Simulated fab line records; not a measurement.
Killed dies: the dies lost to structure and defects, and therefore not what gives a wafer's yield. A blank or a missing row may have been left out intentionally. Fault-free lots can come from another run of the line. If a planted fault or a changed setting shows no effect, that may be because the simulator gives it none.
Matching of chambers + flow nandHarc + 4 sister chambers for NHARC_HYBRID_BOND_ACTIVATE_00 on rieDiel-06
The step chemistry N2, time 60 s. 18 wafers are shown with their chamber, then 9 later ones without.

== EACH WAFER AND ITS CHAMBER ==
| wafer  | chamber | showerheadPlenumPTorr (Torr) | drypumpMotorCurrentA (A) | rfVppV (V) |
|--------|---------|------------------------------|--------------------------|------------|
| L144.1 | 0       | 1.74                         | 5.6                      | 64.2       |
| L144.3 | 3       | 1.70                         | 5.1                      | 63.8       |
| L144.5 | 0       | 1.74                         | 5.6                      | 64.2       |
| L146.1 | 1       | 1.63                         | 6.2                      | 61.7       |
| L146.4 | 3       | 1.70                         | 5.1                      | 65.5       |
| L146.5 | 1       | 1.63                         | 6.2                      | 64.5       |
| L150.3 | 0       | 1.74                         | 5.6                      | 64.9       |
| L150.5 | 0       | 1.74                         | 5.6                      | 65.4       |
| L150.6 | 1       | 1.63                         | 6.2                      | 63.7       |
| L153.1 | 0       | 1.74                         | 5.6                      | 64.3       |
| L153.5 | 3       | 1.69                         | 5.1                      | 63.1       |
| L153.6 | 0       | 1.74                         | 5.6                      | 63.1       |
| L152.1 | 3       | 1.69                         | 5.1                      | 63.9       |
| L152.2 | 0       | 1.74                         | 5.6                      | 64.3       |
| L152.3 | 2       | 1.68                         | 5.0                      | 62.8       |
| L154.3 | 3       | 1.69                         | 5.0                      | 63.7       |
| L154.4 | 1       | 1.63                         | 6.2                      | 62.2       |
| L154.6 | 0       | 1.74                         | 5.7                      | 64.0       |

SIGNATURES, as means of the wafers listed above
| reading               | chamber 0 | chamber 1 | chamber 2 | chamber 3 | scatter within a chamber |
|-----------------------|-----------|-----------|-----------|-----------|--------------------------|
| showerheadPlenumPTorr | 1.7400    | 1.6300    | 1.6800    | 1.6940    | 0.00293                  |
| drypumpMotorCurrentA  | 5.612     | 6.200     | 5.000     | 5.080     | 0.0346                   |
| rfVppV                | 64.300    | 63.025    | 62.800    | 64.000    | 0.902                    |
Rule: for a wafer and a chamber, the distance is found by dividing, reading by reading, the gap between the wafer's reading and the chamber's mean by the reading's scatter, squaring, summing and taking the root. The wafer belongs to the nearest chamber; if the next one is less than 2 further off, it can't be placed. How the scatter is found: for the shown wafers, subtract from each reading the mean of its chamber, square and add these, divide the total by (wafers less chambers), then take the root.

== WAFERS WITH NO CHAMBER GIVEN ==
| wafer  | showerheadPlenumPTorr (Torr) | drypumpMotorCurrentA (A) | rfVppV (V) |
|--------|------------------------------|--------------------------|------------|
| L158.1 | 1.74                         | 5.6                      | 65.0       |
| L158.5 | 1.63                         | 6.2                      | 63.5       |
| L158.6 | 1.68                         | 5.0                      | 63.8       |
| L159.1 | 1.68                         | 5.0                      | 63.8       |
| L159.2 | 1.63                         | 6.2                      | 63.8       |
| L159.6 | 1.63                         | 6.2                      | 62.6       |
| L166.1 | 1.69                         | 5.0                      | 63.3       |
| L166.2 | 1.63                         | 6.2                      | 62.6       |
| L166.5 | 1.63                         | 6.2                      | 63.9       |

== EACH ONE'S CHAMBER ==
| wafer  | from the rows above     | in truth |
|--------|-------------------------|----------|
| L158.1 | 0                       | 0        |
| L158.5 | 1                       | 1        |
| L158.6 | 2                       | 2        |
| L159.1 | 2                       | 2        |
| L159.2 | 1                       | 1        |
| L159.6 | 1                       | 1        |
| L166.1 | can't be placed: 3 or 2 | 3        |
| L166.2 | 1                       | 1        |
| L166.5 | 1                       | 1        |
Correctly placed: 8 of 9. From these rows, 1 cannot be placed; in 1 the true chamber is one of the candidates. Number placed wrongly: 0.
